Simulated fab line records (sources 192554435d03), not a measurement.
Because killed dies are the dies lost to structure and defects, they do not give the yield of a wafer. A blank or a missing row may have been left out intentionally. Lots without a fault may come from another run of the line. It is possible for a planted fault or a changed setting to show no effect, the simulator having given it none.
Matching of chambers :: flow n5 finfet :: N5_BEOL_M12_ETCH_38 on rie diel-02: 4 sister chambers
The step etches SiCN in CF4/N2, target depth 68.7 nm, time 73.4 s. 8 wafers are shown with their chamber, then 7 later ones without.

== WAFERS, EACH WITH ITS CHAMBER ==
wafer: L080.1
chamber: 2
showerhead plenum p Torr (Torr): 2.193
throttle valve pct (%): 15.94

wafer: L079.4
chamber: 0
showerhead plenum p Torr (Torr): 2.120
throttle valve pct (%): 15.47

wafer: L078.6
chamber: 0
showerhead plenum p Torr (Torr): 2.120
throttle valve pct (%): 15.48

wafer: L085.1
chamber: 1
showerhead plenum p Torr (Torr): 2.191
throttle valve pct (%): 15.38

wafer: L085.2
chamber: 3
showerhead plenum p Torr (Torr): 2.207
throttle valve pct (%): 15.47

wafer: L085.3
chamber: 2
showerhead plenum p Torr (Torr): 2.190
throttle valve pct (%): 15.96

wafer: L084.1
chamber: 1
showerhead plenum p Torr (Torr): 2.190
throttle valve pct (%): 15.37

wafer: L084.3
chamber: 3
showerhead plenum p Torr (Torr): 2.205
throttle valve pct (%): 15.47

== WAFERS MISSING THEIR CHAMBER ==
wafer: L084.6
showerhead plenum p Torr (Torr): 2.189
throttle valve pct (%): 15.96

wafer: L088.2
showerhead plenum p Torr (Torr): 2.186
throttle valve pct (%): 15.99

wafer: L088.4
showerhead plenum p Torr (Torr): 2.113
throttle valve pct (%): 15.55

wafer: L088.6
showerhead plenum p Torr (Torr): 2.186
throttle valve pct (%): 15.99

wafer: L095.2
showerhead plenum p Torr (Torr): 2.181
throttle valve pct (%): 16.02

wafer: L095.5
showerhead plenum p Torr (Torr): 2.182
throttle valve pct (%): 15.43

wafer: L095.6
showerhead plenum p Torr (Torr): 2.108
throttle valve pct (%): 15.57

== WHICH CHAMBER EACH WENT THROUGH ==
wafer: L084.6
from the rows above: 2
in truth: 2

wafer: L088.2
from the rows above: 2
in truth: 2

wafer: L088.4
from the rows above: 0
in truth: 0

wafer: L088.6
from the rows above: 2
in truth: 2

wafer: L095.2
from the rows above: 2
in truth: 2

wafer: L095.5
from the rows above: 1
in truth: 1

wafer: L095.6
from the rows above: 0
in truth: 0
7 of 7 placed correctly. Not placeable from these rows: 0. Wrongly placed: 0.
How it was worked out, from the rows above alone: a wafer's distance from a chamber is the root of the sum, over the readings, of the square of ((its reading less the chamber's mean) divided by the reading's scatter). The wafer belongs to the nearest chamber; if the next one is less than 2 further off, it can't be placed. Each chamber's mean is taken over the wafers shown for it. How the scatter is found: for the shown wafers, subtract from each reading the mean of its chamber, square and add these, divide the total by (wafers less chambers), then take the root.
